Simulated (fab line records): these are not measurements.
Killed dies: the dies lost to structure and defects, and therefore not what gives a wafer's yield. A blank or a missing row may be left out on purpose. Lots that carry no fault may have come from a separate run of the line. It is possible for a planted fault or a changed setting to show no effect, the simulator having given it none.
fab line records	flow n5-finfet
[record] lots = 24	wafers = 72	last-day = 18
route steps=1938 shown MOL_CONTACT_COAG@624 BEOL_M0_SAQP@637
lots untouched by any fault: they come from a run of this same line in which no faults occurred
start-h: the number of hours between the record's first day and the start of the first shown wafer of the lot	wait-h: time in hours since the lot's previous step	" same as the row above	L1.1+2: a single row standing in for several wafers	- value missing, or start not given	* or withheld: withheld	< > ~ a bound
route shown NAME@n: names a module that has steps shown in the file, with the first one's number in the route	usual: mean and standard deviation over wafers with no fault	same: alike in all rows	chamber/n: place in a boat	sites: per-site readings	_std_site: how widely they spread, as a standard deviation	_edge_site: mean of outer sites minus mean of inner sites	radius-mm: for every site, how far away it sits from the centre of the wafer	mask NAME#n: copy n	behind: the most recent tool/chamber to have shaped the wafer	hold: why the lot was held/for how many hours/how that ended	device: whichever transistor did not switch (one of n, p or np)	end of line: the route-end tests of the same wafers	for a step that has no rows: nothing shown but its recipe	killed: dies lost to structure and defects at the first sort, not the wafer's yield	map: dies across one wafer; x = killed, . = not, _ = none there
set.NAME: the setting that was run; set.NAME@STEP: the one run at that earlier step	model.NAME: the simulator's own value behind a step, which no gauge read
one table for each step of the route and one row for each wafer, over a sample of lots
services: when a tool's chamber went out of use (start-h, in hours from the record's first day, below 0 if earlier), for how many hours, and the reason
[[steps]]
[step N5_MOL_CONTACT_COAG_CVD_140]
[recipe] material = W	target-thk-a = 665	mode = selective-fill	temp-c = 300	time-s = 215
[usual] heater-power-w = 436/28
lot.wafer	tool	chamber	start-h	wait-h	heater-power-w
L074.2	cvd-w-01	1	106.77	0.1	434
L074.5	"	1	"	"	448
L074.6	"	0	"	"	473
L075.1	cvd-w-02	1	110.92	0.1	407
L075.5	"	0	"	"	415
L075.6	"	1	"	"	402
L076.1	cvd-w-02	1	121.95	0.1	406
L076.4	"	1	"	"	397
L076.5	"	1	"	"	403
L077.1	cvd-w-02	0	126.56	0.1	406
L077.2	"	1	"	"	415
L077.5	"	0	"	"	408
L078.1	cvd-w-02	0	134.81	0.1	412
L078.2	"	1	"	"	399
L078.4	"	0	"	"	414
L079.2	cvd-w-01	1	134.90	0.1	442
L079.4	"	0	"	"	473
L079.5	"	1	"	"	440
L080.4	cvd-w-01	1	150.03	0.1	452
L080.5	"	0	"	"	466
L080.6	"	1	"	"	438
L081.2	cvd-w-02	1	150.32	0.1	409
L081.4	"	1	"	"	408
L081.5	"	1	"	"	408
L082.1	cvd-w-01	0	155.58	0.1	468
L082.4	"	0	"	"	472
L082.5	"	0	"	"	479
L084.2	cvd-w-02	0	162.16	0.1	415
L084.3	"	1	"	"	408
L084.4	"	0	"	"	406
L083.2	cvd-w-01	1	163.28	0.1	440
L083.5	"	1	"	"	447
L083.6	"	0	"	"	472
L085.1	cvd-w-01	0	170.68	0.1	472
L085.2	"	1	"	"	439
L085.4	"	0	"	"	465
L086.2	cvd-w-02	0	177.86	0.1	414
L086.3	"	0	"	"	414
L086.6	"	0	"	"	394
L087.1	cvd-w-01	1	178.98	0.1	433
L087.3	"	1	"	"	448
L087.4	"	1	"	"	450
L088.3	cvd-w-01	0	189.69	0.1	486
L088.4	"	1	"	"	434
L088.6	"	0	"	"	473
L089.1	cvd-w-01	1	193.00	0.1	448
L089.2	"	0	"	"	472
L089.3	"	0	"	"	470
L090.1	cvd-w-01	0	195.89	0.1	484
L090.2	"	1	"	"	429
L090.5	"	0	"	"	465
L091.2	cvd-w-02	0	200.50	0.1	413
L091.4	"	0	"	"	396
L091.6	"	0	"	"	413
L092.2	cvd-w-02	0	209.35	0.1	406
L092.3	"	0	"	"	411
L092.6	"	1	"	"	402
L093.1	cvd-w-01	1	214.79	0.1	452
L093.2	"	0	"	"	474
L093.5	"	0	"	"	473
L094.1	cvd-w-01	0	225.44	0.1	467
L094.4	"	0	"	"	472
L094.6	"	0	"	"	475
L095.2	cvd-w-02	1	247.10	0.1	409
L095.4	"	0	"	"	403
L095.5	"	1	"	"	398
L096.1	cvd-w-01	0	250.81	0.1	475
L096.4	"	1	"	"	433
L096.5	"	1	"	"	444
L097.3	cvd-w-01	1	264.39	0.1	449
L097.4	"	0	"	"	476
L097.5	"	1	"	"	429
[step N5_BEOL_M0_SAQP_PECVD_97]
[recipe] material = SiNx	target-thk-a = 230	temp-c = 350	precursor = SiH4/NH3/N2	pressure-torr = 1.5	rf-w = 300	time-s = 19.9
[usual] heater-power-w = 561/60	showerhead-plenum-p-Torr = 5.13/0.072	throttle-valve-pct = 40.5/2
lot.wafer	tool	chamber	start-h	wait-h	heater-power-w	showerhead-plenum-p-Torr	throttle-valve-pct
L074.2	pecvd-04	2	112.42	0.0	566	5.15	37.3
L074.5	"	2	"	"	553	5.17	37.2
L074.6	"	1	"	"	509	5.20	40.0
L075.1	pecvd-04	0	116.22	0.0	499	5.00	41.6
L075.5	"	1	"	"	562	5.19	40.0
L075.6	"	2	"	"	514	5.16	36.9
L076.1	pecvd-02	0	126.66	0.0	525	5.12	42.1
L076.4	"	1	"	"	539	5.06	40.9
L076.5	"	2	"	"	546	5.26	41.1
L077.1	pecvd-04	0	131.46	0.0	410	5.01	41.9
L077.2	"	1	"	"	508	5.18	40.1
L077.5	"	0	"	"	410	5.01	41.8
L078.1	pecvd-04	1	139.45	0.0	558	5.20	40.3
L078.2	"	2	"	"	607	5.17	37.4
L078.4	"	2	"	"	598	5.15	37.1
L079.2	pecvd-02	0	142.11	0.0	607	5.10	42.2
L079.4	"	1	"	"	568	5.07	40.8
L079.5	"	2	"	"	646	5.25	41.1
L080.4	pecvd-04	1	154.63	0.0	531	5.20	40.3
L080.5	"	2	"	"	522	5.17	36.9
L080.6	"	0	"	"	441	5.01	41.6
L081.2	pecvd-02	2	157.24	0.0	593	5.27	41.2
L081.4	"	0	"	"	608	5.10	42.4
L081.5	"	2	"	"	608	5.26	41.0
L082.1	pecvd-03	2	161.24	0.0	625	5.10	37.5
L082.4	"	2	"	"	614	5.09	37.7
L082.5	"	2	"	"	613	5.09	37.8
L084.2	pecvd-03	1	167.31	0.0	548	5.16	43.3
L084.3	"	2	"	"	582	5.09	37.6
L084.4	"	1	"	"	545	5.15	43.7
L083.2	pecvd-03	1	170.45	0.0	519	5.15	43.7
L083.5	"	2	"	"	578	5.08	37.7
L083.6	"	1	"	"	520	5.16	43.6
L085.1	pecvd-04	2	175.76	0.0	623	5.17	37.3
L085.2	"	1	"	"	620	5.18	40.2
L085.4	"	1	"	"	588	5.20	40.2
L086.2	pecvd-02	0	183.07	0.0	611	5.10	42.6
L086.3	"	2	"	"	609	5.27	41.3
L086.6	"	2	"	"	614	5.28	41.2
L087.1	pecvd-03	2	186.07	0.0	566	5.09	37.8
L087.3	"	0	"	"	485	5.05	40.5
L087.4	"	1	"	"	551	5.17	43.1
L088.3	pecvd-03	1	194.08	0.0	491	5.15	43.6
L088.4	"	0	"	"	499	5.06	40.7
L088.6	"	2	"	"	622	5.09	37.7
L089.1	pecvd-04	0	197.28	0.0	447	5.02	41.8
L089.2	"	1	"	"	569	5.19	40.1
L089.3	"	2	"	"	648	5.15	37.2
L090.1	pecvd-02	0	202.27	0.0	553	5.11	42.3
L090.2	"	1	"	"	605	5.07	40.7
L090.5	"	1	"	"	581	5.07	40.8
L091.2	pecvd-04	1	204.81	0.0	571	5.19	40.1
L091.4	"	1	"	"	569	5.20	40.1
L091.6	"	2	"	"	570	5.16	37.2
L092.2	pecvd-03	0	214.86	0.0	524	5.06	41.0
L092.3	"	2	"	"	666	5.10	38.2
L092.6	"	0	"	"	496	5.07	40.7
L093.1	pecvd-02	1	219.74	0.0	592	5.06	40.8
L093.2	"	0	"	"	541	5.10	42.7
L093.5	"	1	"	"	578	5.07	40.6
L094.1	pecvd-02	1	231.88	0.0	568	5.06	40.9
L094.4	"	1	"	"	585	5.06	40.7
L094.6	"	0	"	"	613	5.11	42.8
L095.2	pecvd-03	2	252.49	0.0	669	5.09	38.2
L095.4	"	1	"	"	501	5.15	43.2
L095.5	"	2	"	"	650	5.08	38.1
L096.1	pecvd-02	2	257.42	0.0	619	5.25	38.6
L096.4	"	1	"	"	555	5.08	40.6
L096.5	"	2	"	"	609	5.25	38.5
L097.3	pecvd-02	1	269.01	0.0	570	5.07	40.8
L097.4	"	0	"	"	602	5.11	42.8
L097.5	"	1	"	"	562	5.08	40.7
[step N5_BEOL_M0_SAQP_THK_MEAS_05]
[usual] thk-nm = 59.9/0.93
lot.wafer	tool	chamber	start-h	wait-h	thk-nm
L074.2	film-metro-01	-	112.61	0.1	60.0
L074.5	"	-	"	"	61.0
L074.6	"	-	"	"	60.1
L075.1	film-metro-01	-	116.35	0.1	59.9
L075.5	"	-	"	"	60.1
L075.6	"	-	"	"	60.9
L076.1	film-metro-02	-	126.79	0.1	61.8
L076.4	"	-	"	"	61.5
L076.5	"	-	"	"	62.3
L077.1	film-metro-01	-	131.60	0.1	60.3
L077.2	"	-	"	"	59.9
L077.5	"	-	"	"	60.7
L078.1	film-metro-02	-	139.58	0.1	59.9
L078.2	"	-	"	"	60.0
L078.4	"	-	"	"	61.1
L079.2	film-metro-01	-	142.24	0.1	60.0
L079.4	"	-	"	"	60.3
L079.5	"	-	"	"	60.5
L080.4	film-metro-02	-	154.75	0.0	59.8
L080.5	"	-	"	"	60.1
L080.6	"	-	"	"	60.1
L081.2	film-metro-01	-	157.37	0.1	60.0
L081.4	"	-	"	"	60.5
L081.5	"	-	"	"	60.6
L082.1	film-metro-02	-	161.42	0.1	58.0
L082.4	"	-	"	"	59.5
L082.5	"	-	"	"	59.5
L084.2	film-metro-01	-	167.50	0.1	58.5
L084.3	"	-	"	"	59.6
L084.4	"	-	"	"	59.3
L083.2	film-metro-01	-	170.64	0.1	57.8
L083.5	"	-	"	"	58.9
L083.6	"	-	"	"	59.0
L085.1	film-metro-01	-	175.90	0.1	58.7
L085.2	"	-	"	"	58.6
L085.4	"	-	"	"	60.3
L086.2	film-metro-01	-	183.20	0.1	60.7
L086.3	"	-	"	"	60.5
L086.6	"	-	"	"	61.0
L087.1	film-metro-01	-	186.20	0.1	59.8
L087.3	"	-	"	"	60.4
L087.4	"	-	"	"	61.1
L088.3	film-metro-02	-	194.22	0.1	58.3
L088.4	"	-	"	"	59.9
L088.6	"	-	"	"	58.7
L089.1	film-metro-02	-	197.41	0.1	59.4
L089.2	"	-	"	"	59.4
L089.3	"	-	"	"	60.4
L090.1	film-metro-02	-	202.40	0.1	59.5
L090.2	"	-	"	"	58.9
L090.5	"	-	"	"	59.5
L091.2	film-metro-02	-	204.94	0.1	58.8
L091.4	"	-	"	"	59.9
L091.6	"	-	"	"	60.3
L092.2	film-metro-02	-	214.99	0.1	60.1
L092.3	"	-	"	"	59.8
L092.6	"	-	"	"	60.8
L093.1	film-metro-02	-	219.92	0.1	59.1
L093.2	"	-	"	"	60.4
L093.5	"	-	"	"	60.6
L094.1	film-metro-02	-	232.02	0.1	58.6
L094.4	"	-	"	"	60.1
L094.6	"	-	"	"	60.6
L095.2	film-metro-01	-	252.63	0.1	57.6
L095.4	"	-	"	"	60.0
L095.5	"	-	"	"	59.7
L096.1	film-metro-01	-	257.56	0.1	59.2
L096.4	"	-	"	"	59.6
L096.5	"	-	"	"	60.9
L097.3	film-metro-02	-	269.16	0.1	60.1
L097.4	"	-	"	"	61.5
L097.5	"	-	"	"	61.4
[step N5_BEOL_M0_SAQP_CD_MEAS_14]
[recipe] target-cd-nm = 42.5	landing-energy-ev = 500	detector = se-inlens
[usual] cd-nm = 42.3/0.4
lot.wafer	tool	chamber	start-h	wait-h	cd-nm
L074.2	cd-sem-03	0	113.09	-	43.0
L074.5	"	0	"	"	42.6
L074.6	"	0	"	"	42.6
L075.1	cd-sem-01	0	116.71	-	42.2
L075.5	"	0	"	"	42.0
L075.6	"	0	"	"	42.2
L076.1	cd-sem-01	0	127.15	-	42.4
L076.4	"	0	"	"	41.9
L076.5	"	0	"	"	42.0
L077.1	cd-sem-03	0	131.96	-	42.0
L077.2	"	0	"	"	42.5
L077.5	"	0	"	"	42.5
L078.1	cd-sem-01	0	140.06	-	42.9
L078.2	"	0	"	"	42.1
L078.4	"	0	"	"	42.1
L079.2	cd-sem-01	0	142.60	-	41.8
L079.4	"	0	"	"	42.0
L079.5	"	0	"	"	42.0
L080.4	cd-sem-03	0	155.23	-	42.0
L080.5	"	0	"	"	41.7
L080.6	"	0	"	"	41.9
L081.2	cd-sem-01	0	157.85	-	41.8
L081.4	"	0	"	"	42.3
L081.5	"	0	"	"	42.4
L082.1	cd-sem-02	0	161.92	-	42.3
L082.4	"	0	"	"	41.9
L082.5	"	0	"	"	42.3
L084.2	cd-sem-03	0	167.98	-	42.2
L084.3	"	0	"	"	41.8
L084.4	"	0	"	"	43.0
L083.2	cd-sem-01	0	171.15	-	41.6
L083.5	"	0	"	"	42.2
L083.6	"	0	"	"	42.0
L085.1	cd-sem-02	0	176.38	-	42.6
L085.2	"	0	"	"	42.0
L085.4	"	0	"	"	42.8
L086.2	cd-sem-02	0	183.69	-	41.6
L086.3	"	0	"	"	42.4
L086.6	"	0	"	"	42.1
L087.1	cd-sem-02	0	186.70	-	42.5
L087.3	"	0	"	"	42.3
L087.4	"	0	"	"	42.1
L088.3	cd-sem-03	0	194.58	-	42.8
L088.4	"	0	"	"	43.4
L088.6	"	0	"	"	42.5
L089.1	cd-sem-01	0	197.89	-	42.2
L089.2	"	0	"	"	42.5
L089.3	"	0	"	"	41.5
L090.1	cd-sem-01	0	202.76	-	42.6
L090.2	"	0	"	"	42.6
L090.5	"	0	"	"	42.0
L091.2	cd-sem-02	0	205.42	-	42.1
L091.4	"	0	"	"	42.4
L091.6	"	0	"	"	42.4
L092.2	cd-sem-02	0	215.50	-	42.6
L092.3	"	0	"	"	42.6
L092.6	"	0	"	"	42.1
L093.1	cd-sem-03	0	220.41	-	41.9
L093.2	"	0	"	"	42.9
L093.5	"	0	"	"	42.4
L094.1	cd-sem-01	0	232.40	-	41.8
L094.4	"	0	"	"	42.4
L094.6	"	0	"	"	42.1
L095.2	cd-sem-01	0	253.11	-	42.1
L095.4	"	0	"	"	42.5
L095.5	"	0	"	"	42.5
L096.1	cd-sem-02	0	258.04	-	43.1
L096.4	"	0	"	"	42.9
L096.5	"	0	"	"	43.4
L097.3	cd-sem-01	0	269.64	-	42.7
L097.4	"	0	"	"	43.2
L097.5	"	0	"	"	42.2
[step N5_BEOL_M0_SAQP_ETCH_84]
[recipe] chemistry = N2/H2	target = SOC	target-depth-a = 1000	overetch-a = 200	mask-material = SiARC	temp-c = 40	time-s = 150	ion-energy-ev = 200	pressure-mtorr = 30	source-w = 840	bias-w = 150	n2-flow-sccm = 200	h2-flow-sccm = 200
[usual] drypump-motor-current-A = 5.7/0.41	oes-product-au = 0.70/0.066	rf-vpp-V = 523.9/2.7	showerhead-plenum-p-Torr = 2.54/0.091	throttle-valve-pct = 17.92/0.21
lot.wafer	tool	chamber	start-h	wait-h	drypump-motor-current-A	oes-product-au	rf-hours-counter-h	rf-vpp-V	showerhead-plenum-p-Torr	throttle-valve-pct
L074.2	rie-diel-05	2	113.31	0.0	4.9	0.71	86	525.6	2.59	18.11
L074.5	"	0	"	"	5.9	0.83	-	523.6	2.51	17.69
L074.6	"	3	"	"	5.2	0.66	-	520.4	2.41	17.93
L075.1	rie-diel-05	3	116.88	0.0	5.2	0.66	197	521.0	2.41	17.93
L075.5	"	1	"	"	5.5	0.71	-	520.5	2.47	18.00
L075.6	"	0	"	"	5.9	0.84	-	521.6	2.51	17.68
L076.1	rie-diel-04	2	127.32	0.0	5.6	0.64	188	521.4	2.43	18.07
L076.4	"	0	"	"	6.3	0.79	25	525.9	2.58	17.94
L076.5	"	2	"	"	5.7	0.65	-	519.2	2.43	18.07
L077.1	rie-diel-04	3	132.13	0.0	5.9	0.65	167	526.8	2.63	18.03
L077.2	"	2	"	"	5.7	0.64	189	521.5	2.43	18.06
L077.5	"	3	"	"	5.8	0.65	-	526.7	2.63	18.04
L078.1	rie-diel-04	0	140.24	0.0	6.3	0.78	30	525.7	2.58	17.93
L078.2	"	2	"	"	5.7	0.64	193	520.4	2.43	18.07
L078.4	"	3	"	"	5.9	0.65	-	527.5	2.63	18.05
L079.2	rie-diel-04	3	142.77	0.0	5.8	0.65	172	527.2	2.63	18.04
L079.4	"	0	"	"	6.3	0.77	32	525.4	2.57	17.93
L079.5	"	0	"	"	6.3	0.77	-	525.4	2.57	17.94
L080.4	rie-diel-04	0	155.40	0.0	6.3	0.77	36	524.0	2.57	17.95
L080.5	"	2	"	"	5.7	0.64	-	521.1	2.42	18.08
L080.6	"	1	"	"	6.0	0.64	-	527.0	2.63	17.74
L081.2	rie-diel-04	1	158.03	0.0	6.0	0.64	206	526.8	2.63	17.75
L081.4	"	0	"	"	6.3	0.76	37	526.2	2.57	17.93
L081.5	"	0	"	"	6.3	0.76	-	526.0	2.57	17.94
L082.1	rie-diel-05	2	162.09	0.0	4.9	0.70	102	524.4	2.58	18.15
L082.4	"	0	"	"	5.9	0.81	28	521.8	2.50	17.70
L082.5	"	0	"	"	5.9	0.81	-	523.0	2.50	17.71
L084.2	rie-diel-05	2	168.15	0.0	4.9	0.70	103	524.2	2.58	18.17
L084.3	"	1	"	"	5.5	0.70	129	522.1	2.46	18.03
L084.4	"	3	"	"	5.2	0.65	212	520.4	2.41	17.96
L083.2	rie-diel-04	2	171.41	0.0	5.7	0.63	204	520.6	2.42	18.11
L083.5	"	1	"	"	6.0	0.64	-	524.7	2.62	17.74
L083.6	"	0	"	"	6.3	0.77	-	525.4	2.57	17.94
L085.1	rie-diel-04	1	176.67	0.0	5.9	0.64	211	527.1	2.62	17.75
L085.2	"	3	"	"	5.8	0.64	182	526.1	2.62	18.06
L085.4	"	0	"	"	6.3	0.76	42	524.6	2.57	17.94
L086.2	rie-diel-06	0	183.86	0.0	5.9	0.81	22	528.3	2.72	18.06
L086.3	"	2	"	"	5.9	0.82	7	526.0	2.59	17.52
L086.6	"	2	"	"	5.9	0.82	-	525.8	2.59	17.53
L087.1	rie-diel-05	3	186.89	0.0	5.2	0.65	217	520.4	2.40	17.98
L087.3	"	2	"	"	4.8	0.69	109	526.0	2.58	18.15
L087.4	"	0	"	"	5.9	0.80	35	522.2	2.50	17.72
L088.3	rie-diel-05	0	194.75	0.0	5.9	0.79	38	521.8	2.50	17.72
L088.4	"	3	"	"	5.2	0.64	220	520.5	2.40	17.98
L088.6	"	1	"	"	5.5	0.69	-	521.2	2.46	18.04
L089.1	rie-diel-05	2	198.07	0.0	4.8	0.68	114	524.8	2.58	18.16
L089.2	"	0	"	"	5.8	0.79	38	521.7	2.49	17.73
L089.3	"	1	"	"	5.5	0.68	139	521.0	2.46	18.06
L090.1	rie-diel-04	0	203.02	0.0	6.3	0.75	51	524.9	2.57	17.95
L090.2	"	1	"	"	6.0	0.64	219	526.2	2.62	17.77
L090.5	"	3	"	"	5.8	0.63	-	525.9	2.62	18.09
L091.2	rie-diel-04	0	205.60	0.0	6.2	0.75	52	523.9	2.57	17.99
L091.4	"	3	"	"	5.9	0.63	190	525.6	2.62	18.08
L091.6	"	1	"	"	6.0	0.63	-	527.3	2.62	17.78
L092.2	rie-diel-06	2	215.67	0.0	5.9	0.79	17	525.1	2.59	17.55
L092.3	"	3	"	"	5.6	0.75	71	528.0	2.69	17.71
L092.6	"	1	"	"	5.0	0.79	-	528.2	2.70	17.24
L093.1	rie-diel-04	2	220.58	0.0	5.7	0.63	218	520.9	2.42	18.12
L093.2	"	3	"	"	5.9	0.63	195	525.7	2.62	18.07
L093.5	"	1	"	"	6.0	0.62	-	526.7	2.62	17.78
L094.1	rie-diel-05	0	232.65	0.0	5.8	0.77	49	524.5	2.49	17.72
L094.4	"	3	"	"	5.2	0.63	231	519.9	2.40	17.99
L094.6	"	1	"	"	5.5	0.67	-	520.2	2.46	18.07
L095.2	rie-diel-05	0	253.29	0.0	5.9	0.77	55	521.6	2.49	17.73
L095.4	"	2	"	"	4.8	0.68	129	523.8	2.57	18.19
L095.5	"	1	"	"	5.5	0.68	-	520.5	2.45	18.08
L096.1	rie-diel-04	1	258.21	0.0	6.0	0.62	234	526.2	2.61	17.79
L096.4	"	0	"	"	6.3	0.73	65	525.7	2.56	17.99
L096.5	"	3	"	"	5.9	0.63	-	526.3	2.61	18.09
L097.3	rie-diel-06	0	269.81	0.0	5.9	0.76	47	527.7	2.71	18.10
L097.4	"	3	"	"	5.6	0.74	83	526.3	2.68	17.74
L097.5	"	1	"	"	5.0	0.77	-	527.8	2.69	17.28
[step N5_BEOL_M0_SAQP_SPACER2_ALD_26]
[recipe] material = SiO2	target-thk-a = 150	temp-c = 300	ald-precursor-family = BDEAS	ald-co-reactant = O2-plasma	pulse-time-s = 1	purge-time-s = 2	co-reactant-purge-time-s = 2	pressure-torr = 2
[usual] heater-power-w = 475/41	precursor-pulse-height-rel = 1.001/0.02
[same] co-reactant-purge-time-s = 2
lot.wafer	tool	chamber	start-h	wait-h	heater-power-w	precursor-pulse-height-rel
L074.2	ald-sin-02	2	117.37	0.1	461	1.013
L074.5	"	2	"	"	456	0.991
L074.6	"	0	"	"	511	1.025
L075.1	ald-sin-04	0	119.92	0.1	522	1.023
L075.5	"	0	"	"	530	0.959
L075.6	"	1	"	"	508	1.031
L076.1	ald-sin-01	1	130.18	0.2	439	1.016
L076.4	"	0	"	"	415	0.966
L076.5	"	1	"	"	437	1.011
L077.1	ald-sin-04	1	134.86	0.1	526	0.974
L077.2	"	0	"	"	531	1.004
L077.5	"	1	"	"	531	1.020
L078.1	ald-sin-02	2	143.25	0.1	449	1.002
L078.2	"	1	"	"	446	0.985
L078.4	"	3	"	"	479	0.996
L079.2	ald-sin-01	1	146.42	0.1	433	1.013
L079.4	"	2	"	"	462	1.002
L079.5	"	1	"	"	432	0.987
L080.4	ald-sin-04	0	174.98	0.1	530	1.032
L080.5	"	3	"	"	459	1.010
L080.6	"	0	"	"	525	0.984
L081.2	ald-sin-04	0	183.07	1.7	525	0.976
L081.4	"	2	"	"	450	0.975
L081.5	"	2	"	"	457	1.004
L082.1	ald-sin-04	3	183.60	0.6	447	0.993
L082.4	"	1	"	"	530	0.974
L082.5	"	0	"	"	525	1.013
L084.2	ald-sin-04	1	185.68	0.5	530	1.012
L084.3	"	3	"	"	452	1.031
L084.4	"	0	"	"	525	0.995
L083.2	ald-sin-02	2	185.94	0.5	461	0.967
L083.5	"	2	"	"	458	0.991
L083.6	"	1	"	"	442	1.018
L085.1	ald-sin-04	2	186.21	0.6	451	1.010
L085.2	"	3	"	"	453	1.006
L085.4	"	1	"	"	532	0.962
L086.2	ald-sin-02	2	190.18	1.7	462	1.038
L086.3	"	0	"	"	523	1.011
L086.6	"	1	"	"	438	1.001
L087.1	ald-sin-01	1	192.60	0.5	429	1.000
L087.3	"	3	"	"	406	1.014
L087.4	"	3	"	"	416	1.017
L088.3	ald-sin-04	2	202.70	0.1	442	0.991
L088.4	"	0	"	"	527	0.993
L088.6	"	1	"	"	527	1.013
L089.1	ald-sin-04	0	205.28	1.0	520	0.990
L089.2	"	2	"	"	463	1.022
L089.3	"	1	"	"	538	1.014
L090.1	ald-sin-04	3	207.56	0.1	438	0.999
L090.2	"	2	"	"	444	1.015
L090.5	"	2	"	"	456	1.008
L091.2	ald-sin-04	3	210.83	0.8	464	0.945
L091.4	"	1	"	"	526	1.006
L091.6	"	2	"	"	443	0.984
L092.2	ald-sin-01	3	220.85	0.1	427	1.010
L092.3	"	1	"	"	431	0.980
L092.6	"	3	"	"	415	1.001
L093.1	ald-sin-01	0	225.22	0.1	406	0.982
L093.2	"	3	"	"	411	0.985
L093.5	"	1	"	"	425	0.997
L094.1	ald-sin-04	3	235.17	0.1	460	1.007
L094.4	"	0	"	"	537	1.006
L094.6	"	2	"	"	453	0.968
L095.2	ald-sin-04	3	256.10	0.1	459	0.990
L095.4	"	0	"	"	543	0.981
L095.5	"	1	"	"	535	1.036
L096.1	ald-sin-04	2	261.34	0.4	447	1.049
L096.4	"	1	"	"	527	0.994
L096.5	"	0	"	"	522	1.004
L097.3	ald-sin-02	0	275.27	0.3	523	0.996
L097.4	"	2	"	"	450	0.959
L097.5	"	3	"	"	479	1.026
[[services]]
tool	chamber	start-h	hours	kind
ald-sin-02	-	85.65	14.0	pm
ald-sin-01	3	96.99	75.8	repair
ald-sin-04	-	99.10	2.1	repair
cvd-w-01	1	105.32	-	calibration
ald-sin-02	1	112.48	13.1	repair
ald-sin-02	3	124.40	4.0	repair
ald-sin-04	3	133.74	11.3	repair
ald-sin-02	0	151.63	3.7	repair
pecvd-03	0	157.03	18.3	repair
ald-sin-01	0	162.93	57.3	repair
cvd-w-01	0	175.89	11.4	repair
ald-sin-01	-	178.60	14.0	pm
pecvd-02	1	184.14	2.1	scheduled-down
cvd-w-01	-	184.92	0.7	repair
pecvd-03	-	191.15	0.3	repair
cvd-w-02	-	194.97	2.8	pm
ald-sin-02	-	201.41	4.9	repair
pecvd-02	2	202.38	-	clean
pecvd-02	2	202.38	-	consumable-replace:showerhead
pecvd-02	2	202.38	29.0	scheduled-down
rie-diel-06	1	231.72	4.9	repair
ald-sin-04	2	250.11	9.5	repair
pecvd-03	-	258.74	2.8	pm
ald-sin-04	1	272.26	2.9	repair
[[key]]
fault none
